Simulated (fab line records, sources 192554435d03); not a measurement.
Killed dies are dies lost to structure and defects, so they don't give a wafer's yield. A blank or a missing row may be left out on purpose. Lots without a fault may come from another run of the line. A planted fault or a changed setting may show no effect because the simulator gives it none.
Split-lot experiment | flow n5_finfet | 7 lots, 39 wafers read, on a route of 1938 steps

THE SPLIT
At N5_BEOL_M1_VIA_ETCH_34 (etches the open film in C4F6/O2, target depth 67.8 nm, time 64.4 s), the setting time_s was moved away from the recipe's 64.4 s on 12 of the 39 wafers read, by -59.2% to +51.0%. The other wafers ran this setting at the recipe's value.

The reading is taken at the split's own step.

THE READING
SOC_of_BEOL_M1_COAT_67.thk_nm (the simulator's own value, which no gauge read), in nm, at N5_BEOL_M1_VIA_ETCH_34 (etches the open film in C4F6/O2, target depth 67.8 nm, time 64.4 s). The file gives no usual value for it. The 27 wafers here that ran the recipe average 52.3 nm, standard deviation 0.29 nm.

wafer  | tool, chamber at the split | time_s as run, s | against the recipe | SOC_of_BEOL_M1_COAT_67.thk_nm, nm | against lot-mates on the recipe
L075.1 | rie_diel-05, 2             | 64.4             | recipe             | 52.4                              | -
L075.2 | rie_diel-05, 0             | 64.4             | recipe             | 52.2                              | -
L075.3 | rie_diel-05, 1             | 64.4             | recipe             | 52.2                              | -
L075.4 | rie_diel-05, 3             | 64.4             | recipe             | 52                                | -
L075.5 | rie_diel-05, 3             | 64.4             | recipe             | 52                                | -
L075.6 | rie_diel-05, 0             | 64.4             | recipe             | 52.4                              | -
L081.1 | rie_diel-03, 3             | 64.4             | recipe             | 52.2                              | -
L081.2 | rie_diel-03, 1             | 64.4             | recipe             | 52.4                              | -
L081.3 | rie_diel-03, 0             | 64.4             | recipe             | 52.4                              | -
L081.4 | rie_diel-03, 0             | 64.4             | recipe             | 52.4                              | -
L081.5 | rie_diel-03, 3             | 64.4             | recipe             | 52.4                              | -
L081.6 | rie_diel-03, 1             | 64.4             | recipe             | 52.8                              | -
L084.1 | rie_diel-05, 2             | 64.4             | recipe             | 52.2                              | -
L084.2 | rie_diel-05, 3             | 84.22            | +30.8%             | 49.8                              | -2.4
L084.3 | rie_diel-05, 0             | 84.22            | +30.8%             | 49.8                              | -2.4
L084.4 | rie_diel-05, 1             | 84.22            | +30.8%             | 49.8                              | -2.4
L084.5 | rie_diel-05, 1             | 64.4             | recipe             | 52                                | -
L084.6 | rie_diel-05, 2             | 64.4             | recipe             | 52.4                              | -
L086.1 | rie_diel-06, 2             | 64.4             | recipe             | 52.4                              | -
L086.2 | rie_diel-06, 0             | 26.29            | -59.2%             | 57                                | +4.7
L086.3 | rie_diel-06, 3             | 26.29            | -59.2%             | 57                                | +4.7
L086.4 | rie_diel-06, 1             | 26.29            | -59.2%             | 56.8                              | +4.5
L086.5 | rie_diel-06, 2             | 64.4             | recipe             | 52.4                              | -
L086.6 | rie_diel-06, 3             | 64.4             | recipe             | 52                                | -
L090.1 | rie_diel-03, 1             | 41.45            | -35.6%             | 55.4                              | +3.1
L090.2 | rie_diel-03, 0             | 41.45            | -35.6%             | 55.2                              | +2.9
L090.3 | rie_diel-03, 2             | 64.4             | recipe             | 52.2                              | -
L090.4 | rie_diel-03, 1             | 64.4             | recipe             | 52.6                              | -
L090.5 | rie_diel-03, 2             | 64.4             | recipe             | 52.2                              | -
L090.6 | rie_diel-03, 0             | 41.45            | -35.6%             | 55.4                              | +3.1
L092.1 | rie_diel-06, 0             | 64.4             | recipe             | 52.6                              | -
L092.2 | rie_diel-06, 2             | 64.4             | recipe             | 52.8                              | -
L092.3 | rie_diel-06, 1             | 97.25            | +51.0%             | 48.4                              | -4.4
L092.4 | rie_diel-06, 3             | 97.25            | +51.0%             | 48.4                              | -4.4
L092.5 | rie_diel-06, 3             | 97.25            | +51.0%             | 48.6                              | -4.2
L092.6 | rie_diel-06, 0             | 64.4             | recipe             | 53                                | -
L096.1 | rie_diel-06, 2             | 64.4             | recipe             | 52                                | -
L096.3 | rie_diel-06, 0             | 64.4             | recipe             | 52                                | -
L096.6 | rie_diel-06, 3             | 64.4             | recipe             | 51.6                              | -

THE FIT
A straight line over all 39 wafers: SOC_of_BEOL_M1_COAT_67.thk_nm changes by -0.0786 nm for each +1% of time_s; r = -0.99; the points scatter about the line by 0.27 nm.
The same after taking each lot's own level away (the mean of its wafers on the recipe; 39 wafers): -0.0815 nm for each +1%; r = -1.00; scatter 0.18 nm.
On that fit, the largest move of time_s shifts the reading by 4.8 nm.
The lots' own levels span 51.87 to 52.80 nm, that is 3.2 times the standard deviation above.
So the lot-to-lot level changes the slope little: the two slopes agree.
Check: with one of the wafers moved furthest among these (-59.2%) left out of the fit, the line predicts +4.83 nm for it against its lot-mates. It came out at +4.73 nm against them.

OTHER SPLITS ON THESE WAFERS
These wafers also went through other splits before the reading. Each is held against what the fit with the lots' levels taken away leaves over:
other split on the same wafers              | wafers away from the commonest value | r with SOC_of_BEOL_M1_COAT_67.thk_nm (lot level and that fit taken away)
N5_ZERO_LAYER_PECVD_02 time_s               | 9                                    | +0.19
N5_FIN_SAQP_SPACER2_ALD_28 target_thk_a     | 12                                   | +0.01
N5_SD_EPI_N_ETCH_16 target_depth_a          | 15                                   | +0.10
N5_MOL_CONTACT_COAG_ETCH_124 target_depth_a | 12                                   | -0.08

THE WHOLE CHAIN: every reading that the file lists as answering this split, in the file's order
step                   | what it does                                                       | reading                                                                        | change (the file's fit)                | r (the file's)
N5_BEOL_M1_VIA_ETCH_34 | etches the open film in C4F6/O2, target depth 67.8 nm, time 64.4 s | etch.depth_nm (the simulator's own value, which no gauge read)                 | +0.685 nm for each +1% of the setting  | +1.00
N5_BEOL_M1_VIA_ETCH_34 | etches the open film in C4F6/O2, target depth 67.8 nm, time 64.4 s | SOC_of_BEOL_M1_COAT_67.thk_nm (the simulator's own value, which no gauge read) | -0.0815 nm for each +1% of the setting | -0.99

THE FILE'S OWN FIT
SOC_of_BEOL_M1_COAT_67.thk_nm changes by -0.0815 nm for each +1% of time_s, r = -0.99.
